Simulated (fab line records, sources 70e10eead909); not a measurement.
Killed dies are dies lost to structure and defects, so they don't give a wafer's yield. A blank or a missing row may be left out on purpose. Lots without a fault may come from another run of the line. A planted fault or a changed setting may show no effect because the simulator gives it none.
Which tool did it? | flow nand_harc | 7 lots, 21 wafers sampled, at 4 steps of a route of 1159

WHAT THE GAUGES READ, wafer by wafer
NHARC_A_BONDPAD_CD_MEAS_09: target cd 500 nm.
lot  | measured     | on        | cd_nm (nm)
L789 | day 18 09:03 | cd_sem-03 | 500.6 499.1 502.6
L790 | day 19 13:13 | cd_sem-03 | 499.7 502.0 502.1
L792 | day 18 23:26 | cd_sem-02 | 498.6 499.2 502.6
L794 | day 19 20:02 | cd_sem-01 | 504.1 502.8 503.0
L803 | day 22 12:25 | cd_sem-03 | 499.0 498.6 496.6
L805 | day 22 20:28 | cd_sem-01 | 501.4 501.0 503.6
L809 | day 23 16:16 | cd_sem-03 | 498.4 501.9 500.4

WHICH TOOL RAN EACH LOT (tool, then ch and the chambers of the sampled wafers, then the start)
lot  | NHARC_A_ONON_D1_DEP_25           | NHARC_A_M1_STRIP_18                | NHARC_A_M1_ANNEAL_31
L789 | pecvd_onon-03 ch 0, day 8 05:47  | rie_diel-10 ch 0,2,3, day 18 04:41 | rtp_anneal-02 ch 0, day 18 06:05
L790 | pecvd_onon-02 ch 0, day 9 02:50  | rie_diel-07 ch 1,2, day 19 08:47   | rtp_anneal-02 ch 0, day 19 10:15
L792 | pecvd_onon-03 ch 0, day 9 07:52  | rie_diel-12 ch 0,1,3, day 18 19:08 | rtp_anneal-02 ch 0, day 18 20:29
L794 | pecvd_onon-03 ch 0, day 9 18:41  | rie_diel-12 ch 1,2,3, day 19 15:28 | rtp_anneal-01 ch 0, day 19 17:20
L803 | pecvd_onon-02 ch 0, day 12 02:05 | rie_diel-10 ch 0,1,2, day 22 08:11 | rtp_anneal-01 ch 0, day 22 09:36
L805 | pecvd_onon-04 ch 0, day 12 17:43 | rie_diel-12 ch 0,2,3, day 22 16:03 | rtp_anneal-02 ch 0, day 22 17:41
L809 | pecvd_onon-04 ch 0, day 13 14:04 | rie_diel-12 ch 0,1,2, day 23 12:02 | rtp_anneal-02 ch 0, day 23 13:39
- NHARC_A_ONON_D1_DEP_25: target thk 1000 nm.
- NHARC_A_M1_STRIP_18: strips in N2/H2.
- NHARC_A_M1_ANNEAL_31: time 90 s.

THE ANSWER, worked out from the rows above alone
Rule: what is usual is taken from the lots themselves. Put in order of their means at a reading, lots are off if they are a third of the lots or fewer, leave a main group of 4 or more, and stand apart from it by a gap of 3 or more times the standard deviation of the main group's means; of several such gaps the widest counts. A main group whose means are all the same, to the digits that the tables above print for the reading, isn't used. A lot without any number at a reading at which 4 lots or more have one is off too. The other lots that the step has rows for count as sound.
No lot is off at any reading shown: from this, nothing can be told.

WHAT THE SIMULATOR HAD PUT IN
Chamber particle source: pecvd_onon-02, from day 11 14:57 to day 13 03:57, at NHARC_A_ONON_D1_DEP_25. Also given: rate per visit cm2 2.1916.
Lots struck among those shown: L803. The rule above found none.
